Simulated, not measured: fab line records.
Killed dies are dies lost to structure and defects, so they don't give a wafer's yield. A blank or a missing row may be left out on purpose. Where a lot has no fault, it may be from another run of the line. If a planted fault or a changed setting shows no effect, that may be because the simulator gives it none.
fab line records	flow n5Finfet
record: lots: 7	wafers: 39
route steps=1938 shown FIN_SAQP@108 FIN_CUT@176 DUMMY_GATE@215 HKMG_FIN@395
startH: the number of hours between the record's first day and the start of the first shown wafer of the lot	waitH: time in hours since the lot's previous step	" same as the row above	L1.1+2: one row covering several wafers at once	- value missing, or start not given	* or withheld: withheld	< > ~ a bound
route shown NAME@n: names a module that has steps shown in the file, with the first one's number in the route	usual: mean/standard deviation of fault-free wafers	same: alike in all rows	chamber/n: place in a boat	sites: the reading at each site	_std_site: their standard deviation	_edge_site: outer sites' mean less inner sites'	radiusMm: for every site, how far away it sits from the centre of the wafer	mask NAME#n: copy n	behind: the most recent tool/chamber to have shaped the wafer	hold: the reason the lot was held/the length of the hold in hours/how it ended	device: which transistor (n, p or np) failed to switch	end of line: the route-end tests of the same wafers	step lacking rows: just its recipe	killed: the dies lost at the first sort to structure and to defects; this is not the yield of the wafer	map: a wafer's dies, marking killed ones x, the rest . and places with no die _
set.NAME: the setting that was run; set.NAME@STEP: the one run at that earlier step	model.NAME: the simulator's own value behind a step, which no gauge read
one table per step and one row per wafer, for lots whose settings were changed on purpose
== steps ==
step: N5_FIN_SAQP_EXPOSE_13
recipe: maskId: FIN_CORE	na: 1.35	sourceShape: dipole	sigmaInner: 0.538	sigmaOuter: 0.738	polarization: te	targetCdNm: 35.6	doseMj: 63.25
lot.wafer	tool	chamber	startH	waitH	mask	set.doseMj
L080.1+2+4	arfiScanner-01	0	57.67	-	FIN_CORE#0	63.25
L080.3+5+6	"	0	"	"	FIN_CORE#0	59.73
L081.1+5+6	arfiScanner-02	0	63.62	-	FIN_CORE#0	63.25
L085.1+2+3+4+5+6	arfiScanner-01	0	87.60	-	FIN_CORE#0	63.25
L088.1+2+3+4+5+6	arfiScanner-02	0	107.23	-	FIN_CORE#0	63.25
L092.1+5+6	arfiScanner-01	0	130.08	-	FIN_CORE#0	61.52
L092.2+3+4	"	0	"	"	FIN_CORE#0	63.25
L093.1+2+3+4+5+6	arfiScanner-03	0	136.01	-	FIN_CORE#0	63.25
L096.1+5+6	arfiScanner-03	0	153.96	-	FIN_CORE#0	59.97
L096.2+3+4	"	0	"	"	FIN_CORE#0	63.25
step: N5_FIN_SAQP_PEB_14
recipe: pebTempC: withheld	pebTimeS: 60	resist: CAR-ArF
step: N5_FIN_SAQP_DEVELOP_15
recipe: developTimeS: 30	developer: TMAH	resist: CAR-ArF	devTempC: 23	rinseLiquid: diw	dry: airSpin
step: N5_FIN_SAQP_CD_MEAS_16
recipe: targetCdNm: 35.6	landingEnergyEv: 500	detector: seInlens
usual: cdNm: 35.5/0.32
lot.wafer	tool	chamber	startH	waitH	set.doseMj@FIN_SAQP_EXPOSE_13	cdNm
L080.1	cdSem-03	0	57.80	-	63.25	35.5
L080.2	"	0	"	"	63.25	35.4
L080.3	"	0	"	"	59.73	36.6
L080.4	"	0	"	"	63.25	35.8
L080.5	"	0	"	"	59.73	36.8
L080.6	"	0	"	"	59.73	37.1
L081.1	cdSem-02	0	63.75	-	63.25	35.1
L081.5	"	0	"	"	63.25	35.4
L081.6	"	0	"	"	63.25	35.3
L085.1	cdSem-01	0	87.73	-	63.25	35.6
L085.2	"	0	"	"	63.25	35.6
L085.3	"	0	"	"	63.25	35.3
L085.4	"	0	"	"	63.25	35.2
L085.5	"	0	"	"	63.25	35.2
L085.6	"	0	"	"	63.25	35.2
L088.1	cdSem-01	0	107.36	-	63.25	35.5
L088.2	"	0	"	"	63.25	35.7
L088.3	"	0	"	"	63.25	35.5
L088.4	"	0	"	"	63.25	35.0
L088.5	"	0	"	"	63.25	35.6
L088.6	"	0	"	"	63.25	35.5
L092.1	cdSem-03	0	130.20	-	61.52	36.6
L092.2	"	0	"	"	63.25	35.2
L092.3	"	0	"	"	63.25	35.6
L092.4	"	0	"	"	63.25	35.9
L092.5	"	0	"	"	61.52	36.4
L092.6	"	0	"	"	61.52	36.1
L093.1	cdSem-01	0	136.14	-	63.25	35.4
L093.2	"	0	"	"	63.25	35.1
L093.3	"	0	"	"	63.25	35.3
L093.4	"	0	"	"	63.25	35.8
L093.5	"	0	"	"	63.25	35.1
L093.6	"	0	"	"	63.25	35.5
L096.1	cdSem-01	0	154.09	-	59.97	37.0
L096.2	"	0	"	"	63.25	35.1
L096.3	"	0	"	"	63.25	35.7
L096.4	"	0	"	"	63.25	35.5
L096.5	"	0	"	"	59.97	36.6
L096.6	"	0	"	"	59.97	36.9
step: N5_FIN_CUT_CUT_ETCH_15
recipe: chemistry: HBr/Cl2/O2	target: Si	targetDepthA: 1000	btTimeS: 10	maskMaterial: SOC	timeS: 42.4	ionEnergyEv: *	biasW: *	pressureMtorr: 10	icpW: 800	HBr_flow_sccm: 150	Cl2_flow_sccm: 80	O2_flow_sccm: 12
lot.wafer	tool	chamber	startH	waitH	set.timeS	model.etch.depthNm	model.FIN_CUT.featureDepthNm	model.SOC_of_FIN_CUT_COAT_18.thkNm
L080.1	rieSi-04	0	68.43	0.1	42.4	100	100	170.4
L080.2	"	3	"	"	48.64	113.5	113.6	164.8
L080.3	"	2	"	"	48.64	116.8	116.8	163.8
L080.4	"	1	"	"	48.64	115.3	115.4	164.2
L080.5	"	2	"	"	42.4	100.2	100.2	169.4
L080.6	"	3	"	"	42.4	99.06	99	170.4
L081.1	rieSi-05	3	69.51	0.1	42.4	99.35	99.4	170.4
L081.5	"	1	"	"	42.4	99.87	99.8	170.8
L081.6	"	2	"	"	42.4	99.7	99.8	170.6
L085.1	rieSi-03	1	93.52	0.1	39.24	91.51	91.6	172.6
L085.2	"	2	"	"	42.4	100.3	100.4	169.6
L085.3	"	0	"	"	39.24	91.25	91.2	172.8
L085.4	"	3	"	"	42.4	100.7	100.8	169.6
L085.5	"	2	"	"	39.24	93.5	93.6	172
L085.6	"	3	"	"	42.4	101.6	101.6	169.6
L088.1	rieSi-03	0	113.84	0.1	42.4	99.35	99.4	171
L088.2	"	3	"	"	42.4	101.9	102	171.2
L088.3	"	2	"	"	42.4	101.1	101	170.4
L088.4	"	1	"	"	42.4	102.2	102.2	169.8
L088.5	"	3	"	"	42.4	102.2	102.2	170.2
L088.6	"	2	"	"	42.4	100.7	100.8	170.6
L092.1	rieSi-03	0	135.55	0.1	34.54	80.76	80.8	177.6
L092.2	"	1	"	"	42.4	101.1	101	168.8
L092.3	"	3	"	"	34.54	82.68	82.6	176.2
L092.4	"	2	"	"	42.4	101.3	101.4	170.2
L092.5	"	0	"	"	42.4	99.47	99.4	170.2
L092.6	"	3	"	"	34.54	83	83	177
L093.1	rieSi-05	1	141.59	0.1	33.11	78.73	78.8	176.6
L093.2	"	3	"	"	42.4	101.2	101.2	168.6
L093.3	"	2	"	"	33.11	78.75	78.8	177.6
L093.4	"	0	"	"	42.4	100.2	100.2	169.8
L093.5	"	1	"	"	33.11	79.2	79.2	177.4
L093.6	"	2	"	"	42.4	100.5	100.4	169.4
L096.1	rieSi-03	0	164.46	0.1	42.4	99.48	99.4	172.4
L096.2	"	1	"	"	42.4	100.6	100.6	170.4
L096.3	"	2	"	"	42.4	100.9	100.8	171.8
L096.4	"	3	"	"	42.4	101.7	101.6	170.8
L096.5	"	2	"	"	42.4	100.2	100.2	170.6
L096.6	"	3	"	"	42.4	101.6	101.6	170.2
step: N5_DUMMY_GATE_CVD_03
recipe: material: a-Si	targetThkA: 1500	tempC: 530	precursor: SiH4	timeS: 8042
lot.wafer	tool	chamber	startH	waitH	set.targetThkA	model.a-Si_of_DUMMY_GATE_CVD_03.thkNm
L080.1	-	-	-	0.1	1671	166.6
L080.2	"	-	"	"	1671	167
L080.3+5+6	"	-	"	"	1671	167.6
L080.4	"	-	"	"	1671	167.8
L081.1	lpcvd-01	0/90	79.62	0.1	1500	151
L081.5	"	0/109	"	"	1500	152.6
L081.6	"	0/114	"	"	1500	153.6
L085.1	-	-	-	0.1	1631	162.2
L085.2+4	"	-	"	"	1631	163
L085.3	"	-	"	"	1631	162.8
L085.5	"	-	"	"	1631	163.6
L085.6	"	-	"	"	1631	161.4
L088.1	-	-	-	0.1	1326	131.2
L088.2	"	-	"	"	1326	131.8
L088.3+4	"	-	"	"	1326	132
L088.5	"	-	"	"	1326	133.2
L088.6	"	-	"	"	1326	131
L092.1	-	-	-	0.1	1398	138.2
L092.2+4	"	-	"	"	1398	138.4
L092.3	"	-	"	"	1398	137.6
L092.5	"	-	"	"	1398	138
L092.6	"	-	"	"	1398	137.2
L093.1	-	-	-	0.1	1681	168.2
L093.2	"	-	"	"	1681	168
L093.3	"	-	"	"	1681	167.4
L093.4	"	-	"	"	1681	167.6
L093.5	"	-	"	"	1681	169
L093.6	"	-	"	"	1681	167
L096.1	-	-	-	0.1	1413	140.4
L096.2	"	-	"	"	1413	142.2
L096.3	"	-	"	"	1413	142.4
L096.4	"	-	"	"	1413	141.4
L096.5	"	-	"	"	1413	142.6
L096.6	"	-	"	"	1413	140.8
step: N5_DUMMY_GATE_ETCH_37
recipe: chemistry: N2/H2	target: SOC	targetDepthA: 600	overetchA: 300	tempC: 40	ionEnergyEv: 200	pressureMtorr: 30	sourceW: 840	biasW: 150	n2FlowSccm: 200	h2FlowSccm: 200
usual: rfVppV: 524.3/1.8
lot.wafer	tool	chamber	startH	waitH	set.sourceW	rfVppV
L080.1	rieDiel-06	1	86.53	0.0	921.4	504.0
L080.2	"	0	"	"	840	525.2
L080.3	"	2	"	"	840	525.4
L080.4	"	3	"	"	921.4	507.6
L080.5	"	2	"	"	921.4	510.0
L080.6	"	1	"	"	840	520.9
L081.1	rieDiel-05	2	90.09	0.0	840	525.7
L081.5	"	2	"	"	840	525.2
L081.6	"	1	"	"	840	522.9
L085.1	rieDiel-03	1	111.57	0.0	745.3	544.2
L085.2	"	3	"	"	745.3	544.2
L085.3	"	2	"	"	745.3	547.9
L085.4	"	2	"	"	840	526.0
L085.5	"	1	"	"	840	525.6
L085.6	"	3	"	"	840	524.1
L088.1	rieDiel-05	1	132.23	0.0	840	521.4
L088.2	"	2	"	"	840	523.9
L088.3	"	0	"	"	980.9	496.3
L088.4	"	3	"	"	840	523.8
L088.5	"	0	"	"	980.9	497.5
L088.6	"	1	"	"	980.9	496.1
L092.1	rieDiel-03	0	153.59	0.0	880.3	516.0
L092.2	"	1	"	"	880.3	516.2
L092.3	"	2	"	"	840	527.4
L092.4	"	0	"	"	840	521.8
L092.5	"	2	"	"	880.3	519.2
L092.6	"	1	"	"	840	524.5
L093.1	rieDiel-05	2	159.95	0.0	984.6	497.7
L093.2	"	0	"	"	840	523.3
L093.3	"	3	"	"	840	524.5
L093.4	"	1	"	"	984.6	494.0
L093.5	"	1	"	"	840	521.8
L093.6	"	0	"	"	984.6	496.2
L096.1	rieDiel-03	3	184.78	0.0	840	524.5
L096.2	"	2	"	"	934.2	509.0
L096.3	"	0	"	"	840	523.1
L096.4	"	1	"	"	934.2	507.8
L096.5	"	1	"	"	840	524.8
L096.6	"	2	"	"	934.2	507.9
step: N5_HKMG_FIN_EXPOSE_46
recipe: maskId: NDIPOLE	na: 1.35	sourceShape: conventional	sigmaOuter: 0.8	polarization: unpolarized	doseMj: 40
lot.wafer	tool	chamber	startH	waitH	mask	set.doseMj
L080.1+3+5	arfiScanner-03	0	113.50	-	NDIPOLE#0	40
L080.2+4+6	"	0	"	"	NDIPOLE#0	38.4
L081.1+5+6	arfiScanner-03	0	116.67	-	NDIPOLE#0	40
L085.1+2+4	arfiScanner-02	0	134.64	-	NDIPOLE#0	40
L085.3+5+6	"	0	"	"	NDIPOLE#0	38.97
L088.1+4+6	arfiScanner-01	0	156.67	-	NDIPOLE#0	40.97
L088.2+3+5	"	0	"	"	NDIPOLE#0	40
L092.1+2+3+4+5+6	arfiScanner-03	0	178.22	-	NDIPOLE#0	40
L093.1+2+3+4+5+6	arfiScanner-02	0	187.07	-	NDIPOLE#0	40
L096.1+4+6	arfiScanner-03	0	210.01	-	NDIPOLE#0	40
L096.2+3+5	"	0	"	"	NDIPOLE#0	42.15
step: N5_HKMG_FIN_PEB_47
recipe: pebTempC: withheld	pebTimeS: 60	resist: CAR-ArF
step: N5_HKMG_FIN_DEVELOP_48
recipe: developTimeS: 30	developer: TMAH	resist: CAR-ArF	rinseLiquid: diw	dry: airSpin	devTempC: 23
step: N5_HKMG_FIN_CD_MEAS_49
recipe: targetCdNm: 202	landingEnergyEv: 500	detector: seInlens	polarity: opening
usual: cdNm: 202.0/0.51
lot.wafer	tool	chamber	startH	waitH	set.doseMj@HKMG_FIN_EXPOSE_46	cdNm
L080.1	cdSem-01	0	113.62	-	40	201.8
L080.2	"	0	"	"	38.4	200.2
L080.3	"	0	"	"	40	202.4
L080.4	"	0	"	"	38.4	199.3
L080.5	"	0	"	"	40	202.9
L080.6	"	0	"	"	38.4	199.2
L081.1	cdSem-03	0	116.79	-	40	201.7
L081.5	"	0	"	"	40	202.0
L081.6	"	0	"	"	40	202.4
L085.1	cdSem-03	0	134.77	-	40	202.5
L085.2	"	0	"	"	40	202.1
L085.3	"	0	"	"	38.97	200.8
L085.4	"	0	"	"	40	202.0
L085.5	"	0	"	"	38.97	200.7
L085.6	"	0	"	"	38.97	200.8
L088.1	cdSem-03	0	156.79	-	40.97	203.4
L088.2	"	0	"	"	40	202.7
L088.3	"	0	"	"	40	202.5
L088.4	"	0	"	"	40.97	202.9
L088.5	"	0	"	"	40	201.8
L088.6	"	0	"	"	40.97	203.0
L092.1	cdSem-03	0	178.34	-	40	203.1
L092.2	"	0	"	"	40	201.9
L092.3	"	0	"	"	40	202.0
L092.4	"	0	"	"	40	202.2
L092.5	"	0	"	"	40	201.5
L092.6	"	0	"	"	40	201.8
L093.1	cdSem-03	0	187.19	-	40	201.7
L093.2	"	0	"	"	40	201.5
L093.3	"	0	"	"	40	201.9
L093.4	"	0	"	"	40	202.1
L093.5	"	0	"	"	40	202.1
L093.6	"	0	"	"	40	202.6
L096.1	cdSem-03	0	210.14	-	40	201.3
L096.2	"	0	"	"	42.15	205.1
L096.3	"	0	"	"	42.15	204.7
L096.4	"	0	"	"	40	201.9
L096.5	"	0	"	"	42.15	204.9
L096.6	"	0	"	"	40	201.7
step: N5_HKMG_FIN_ETCH_54
recipe: chemistry: CF4	target: SiARC	targetDepthA: 455	maskMaterial: CAR-ArF	timeS: 75.8	ionEnergyEv: 80	pressureMtorr: 40	sourceW: 545	biasW: 36	Ar_flow_sccm: 100	cf4FlowSccm: 100	ends: cleared
usual: etchRfOnTimeS: 75.4/1	rfVppV: 184.7/1.1
lot.wafer	tool	chamber	startH	waitH	set.biasW	set.doseMj@HKMG_FIN_EXPOSE_46	etchRfOnTimeS	rfVppV	model.HKMG_FIN.cdOffsetNm
L080.1	rieDiel-01	0	113.95	0.0	36	40	75.3	185.5	0
L080.2	"	3	"	"	36	38.4	74.5	183.5	-1.8
L080.3	"	1	"	"	36	40	75.7	185.6	0.6
L080.4	"	2	"	"	36	38.4	74.7	184.2	-2.8
L080.5	"	3	"	"	36	40	74.5	183.7	0.6
L080.6	"	2	"	"	36	38.4	74.6	185.6	-3
L081.1	rieDiel-04	1	116.91	0.0	36	40	73.8	183.7	-0.2
L081.5	"	3	"	"	36	40	74.8	184.7	-0.2
L081.6	"	0	"	"	36	40	75.8	184.6	0.4
L085.1	rieDiel-02	2	134.89	0.0	36	40	76.4	182.1	0.4
L085.2	"	1	"	"	33.62	40	77.6	179.1	0.2
L085.3	"	0	"	"	33.62	38.97	75.7	176.6	-1.2
L085.4	"	3	"	"	36	40	76.4	185.2	-0.6
L085.5	"	2	"	"	36	38.97	77.2	183.9	-1
L085.6	"	3	"	"	33.62	38.97	78.3	176.3	-1.6
L088.1	rieDiel-04	2	157.02	0.0	36	40.97	74.0	184.7	1.6
L088.2	"	0	"	"	31.04	40	79.8	167.8	1
L088.3	"	1	"	"	36	40	74.3	183.9	0.2
L088.4	"	0	"	"	36	40.97	76.1	182.8	1
L088.5	"	1	"	"	31.04	40	77.8	166.3	0
L088.6	"	2	"	"	31.04	40.97	78.2	169.1	1.2
L092.1	rieDiel-02	1	178.51	0.0	29.14	40	81.3	160.6	1
L092.2	"	3	"	"	29.14	40	81.5	162.1	0
L092.3	"	2	"	"	29.14	40	81.8	161.4	0
L092.4	"	0	"	"	36	40	74.8	185.4	0.8
L092.5	"	2	"	"	36	40	76.1	184.5	-0.2
L092.6	"	3	"	"	36	40	76.8	184.6	-0.4
L093.1	rieDiel-01	1	187.31	0.0	38.84	40	73.9	196.2	-0.2
L093.2	"	2	"	"	36	40	75.4	184.1	-0.8
L093.3	"	3	"	"	36	40	76.2	183.0	-0.2
L093.4	"	1	"	"	38.84	40	74.3	195.3	-0.2
L093.5	"	2	"	"	38.84	40	73.6	194.0	0
L093.6	"	3	"	"	36	40	75.0	183.5	0.6
L096.1	rieDiel-01	2	210.26	0.0	29.17	40	80.1	161.6	-0.4
L096.2	"	0	"	"	29.17	42.15	79.6	163.9	3.2
L096.3	"	1	"	"	29.17	42.15	81.0	161.4	2.8
L096.4	"	3	"	"	36	40	75.6	182.8	0
L096.5	"	3	"	"	36	42.15	75.9	184.0	3
L096.6	"	0	"	"	36	40	75.0	185.3	0
step: N5_HKMG_FIN_ETCH_55
recipe: chemistry: N2/H2	target: SOC	targetDepthA: 2400	tempC: 40	timeS: 300	ionEnergyEv: 200	maskMaterial: SiARC	pressureMtorr: 30	sourceW: 840	biasW: 150	n2FlowSccm: 200	h2FlowSccm: 200
lot.wafer	tool	chamber	startH	waitH	set.doseMj@HKMG_FIN_EXPOSE_46	model.HKMG_FIN.cdOffsetNm
L080.1	rieDiel-01	0	114.00	0.0	40	0
L080.2	"	3	"	"	38.4	-2.2
L080.3+5	"	1,3	"	"	40	0.4
L080.4	"	2	"	"	38.4	-3
L080.6	"	2	"	"	38.4	-3.2
L081.1	rieDiel-04	1	116.97	0.0	40	0
L081.5	"	3	"	"	40	-0.6
L081.6	"	0	"	"	40	0.4
L085.1	rieDiel-02	2	134.95	0.0	40	0.6
L085.2	"	1	"	"	40	0
L085.3	"	0	"	"	38.97	-1.2
L085.4	"	3	"	"	40	-0.6
L085.5	"	2	"	"	38.97	-0.6
L085.6	"	3	"	"	38.97	-1.8
L088.1	rieDiel-04	2	157.08	0.0	40.97	1.8
L088.2	"	0	"	"	40	1
L088.3+5	"	1	"	"	40	0.6
L088.4+6	"	0,2	"	"	40.97	1.4
L092.1	rieDiel-02	1	178.57	0.0	40	0.8
L092.2	"	3	"	"	40	-0.4
L092.3+4	"	2,0	"	"	40	0.6
L092.5	"	2	"	"	40	0.4
L092.6	"	3	"	"	40	-0.8
L093.1+3	rieDiel-01	1,3	187.37	0.0	40	0
L093.2	"	2	"	"	40	-0.8
L093.4	"	1	"	"	40	0.2
L093.5	"	2	"	"	40	-0.2
L093.6	"	3	"	"	40	0.8
L096.1	rieDiel-01	2	210.32	0.0	40	-0.8
L096.2	"	0	"	"	42.15	3.8
L096.3	"	1	"	"	42.15	2.8
L096.4+6	"	3,0	"	"	40	-0.2
L096.5	"	3	"	"	42.15	3
step: N5_HKMG_FIN_ETCH_58
recipe: chemistry: N2/H2	target: SOC	targetDepthA: 2158	ionEnergyEv: 50	biasW: 13	timeS: 741	pressureMtorr: 30	sourceW: 875	n2FlowSccm: 200	h2FlowSccm: 200
usual: rfVppV: 99.4/0.94
lot.wafer	tool	chamber	startH	waitH	set.biasW	rfVppV	model.SOC_of_HKMG_FIN_COAT_41.thkNm	model.etch.depthNm	model.HKMG_FIN.featureDepthNm
L080.1	rieDiel-01	0	114.21	0.0	13	100.3	84	215.7	215.6
L080.2	"	3	"	"	13	98.0	81.8	218.5	218.6
L080.3	"	1	"	"	11.43	90.8	94.6	205.4	205.4
L080.4	"	2	"	"	11.43	92.6	93.8	205.5	205.4
L080.5	"	3	"	"	13	98.4	81.8	217.4	217.4
L080.6	"	2	"	"	11.43	93.3	94.2	205.6	205.6
L081.1	rieDiel-04	1	117.18	0.0	13	100.2	79	221.9	221.8
L081.5	"	3	"	"	13	98.5	82.2	219.2	219.2
L081.6	"	0	"	"	13	99.7	83.4	217.2	217.2
L085.1	rieDiel-02	2	135.16	0.0	11.14	90.3	99.2	202	202
L085.2	"	1	"	"	11.14	90.0	96.2	204.1	204.2
L085.3	"	0	"	"	13	98.1	78.8	220.7	220.6
L085.4	"	3	"	"	13	98.7	86.8	213.7	213.8
L085.5	"	2	"	"	11.14	89.5	99.2	201.5	201.6
L085.6	"	3	"	"	13	100.2	86	213.8	213.8
L088.1	rieDiel-04	2	157.29	0.0	15.28	111.8	66.2	234.7	234.8
L088.2	"	0	"	"	13	98.6	85.8	214.7	214.6
L088.3	"	1	"	"	13	98.3	83	217.9	217.8
L088.4	"	0	"	"	15.28	110.4	74.6	226.3	226.2
L088.5	"	1	"	"	15.28	110.5	67.6	233.7	233.8
L088.6	"	2	"	"	13	99.3	83.4	217.9	217.8
L092.1	rieDiel-02	1	178.78	0.0	10.59	87.0	100.2	199.6	199.6
L092.2	"	3	"	"	13	100.3	88	212.1	212
L092.3	"	2	"	"	10.59	87.3	103.6	196.2	196.2
L092.4	"	0	"	"	13	98.1	80.4	219.8	219.8
L092.5	"	2	"	"	10.59	88.0	103.2	196.5	196.4
L092.6	"	3	"	"	13	99.7	85.8	212.8	212.8
L093.1	rieDiel-01	1	187.58	0.0	13	98.7	87.4	212.6	212.6
L093.2	"	2	"	"	13	100.9	83.8	217.1	217
L093.3	"	3	"	"	13	97.7	86.4	214.4	214.4
L093.4	"	1	"	"	13	98.3	88.2	213.3	213.4
L093.5	"	2	"	"	13	99.9	84.6	216.1	216.2
L093.6	"	3	"	"	13	98.4	85	214.9	215
L096.1	rieDiel-01	2	210.53	0.0	13	100.1	81.2	219.7	219.8
L096.2	"	0	"	"	15.38	111.2	65.8	235.5	235.4
L096.3	"	1	"	"	13	99.3	80.8	220.4	220.4
L096.4	"	3	"	"	13	99.5	83.4	217.9	218
L096.5	"	3	"	"	15.38	110.6	65.4	235.3	235.4
L096.6	"	0	"	"	15.38	112.7	66.4	234.3	234.2
== key ==
split: step: N5_FIN_SAQP_EXPOSE_13	setting: doseMj	stated: 63.25	by: wafer
response: step: N5_FIN_SAQP_CD_MEAS_16	reading: cdNm	change: -0.259	per: 1%	r: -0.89
split: step: N5_FIN_CUT_CUT_ETCH_15	setting: timeS	stated: 42.4	by: wafer
response: step: N5_FIN_CUT_CUT_ETCH_15	reading: model.etch.depthNm	change: +1.01	per: 1%	r: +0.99
response: step: N5_FIN_CUT_CUT_ETCH_15	reading: model.FIN_CUT.featureDepthNm	change: +1.01	per: 1%	r: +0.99
response: step: N5_FIN_CUT_CUT_ETCH_15	reading: model.SOC_of_FIN_CUT_COAT_18.thkNm	change: -0.378	per: 1%	r: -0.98
split: step: N5_DUMMY_GATE_CVD_03	setting: targetThkA	stated: 1500	by: lot
response: step: N5_DUMMY_GATE_CVD_03	reading: model.a-Si_of_DUMMY_GATE_CVD_03.thkNm	change: +1.53	per: 1%	r: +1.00
split: step: N5_DUMMY_GATE_ETCH_37	setting: sourceW	stated: 840	by: wafer
response: step: N5_DUMMY_GATE_ETCH_37	reading: rfVppV	change: -1.6	per: 1%	r: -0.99
split: step: N5_HKMG_FIN_EXPOSE_46	setting: doseMj	stated: 40	by: wafer
response: step: N5_HKMG_FIN_CD_MEAS_49	reading: cdNm	change: +0.594	per: 1%	r: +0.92
response: step: N5_HKMG_FIN_ETCH_54	reading: model.HKMG_FIN.cdOffsetNm	change: +0.591	per: 1%	r: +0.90
response: step: N5_HKMG_FIN_ETCH_55	reading: model.HKMG_FIN.cdOffsetNm	change: +0.638	per: 1%	r: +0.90
split: step: N5_HKMG_FIN_ETCH_54	setting: biasW	stated: 36	by: wafer
response: step: N5_HKMG_FIN_ETCH_54	reading: etchRfOnTimeS	change: *	per: 1%	r: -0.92
response: step: N5_HKMG_FIN_ETCH_54	reading: rfVppV	change: +1.19	per: 1%	r: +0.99
split: step: N5_HKMG_FIN_ETCH_58	setting: biasW	stated: 13	by: wafer
response: step: N5_HKMG_FIN_ETCH_58	reading: rfVppV	change: +0.644	per: 1%	r: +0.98
response: step: N5_HKMG_FIN_ETCH_58	reading: model.SOC_of_HKMG_FIN_COAT_41.thkNm	change: -0.912	per: 1%	r: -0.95
response: step: N5_HKMG_FIN_ETCH_58	reading: model.etch.depthNm	change: +0.9	per: 1%	r: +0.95
response: step: N5_HKMG_FIN_ETCH_58	reading: model.HKMG_FIN.featureDepthNm	change: +0.901	per: 1%	r: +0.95
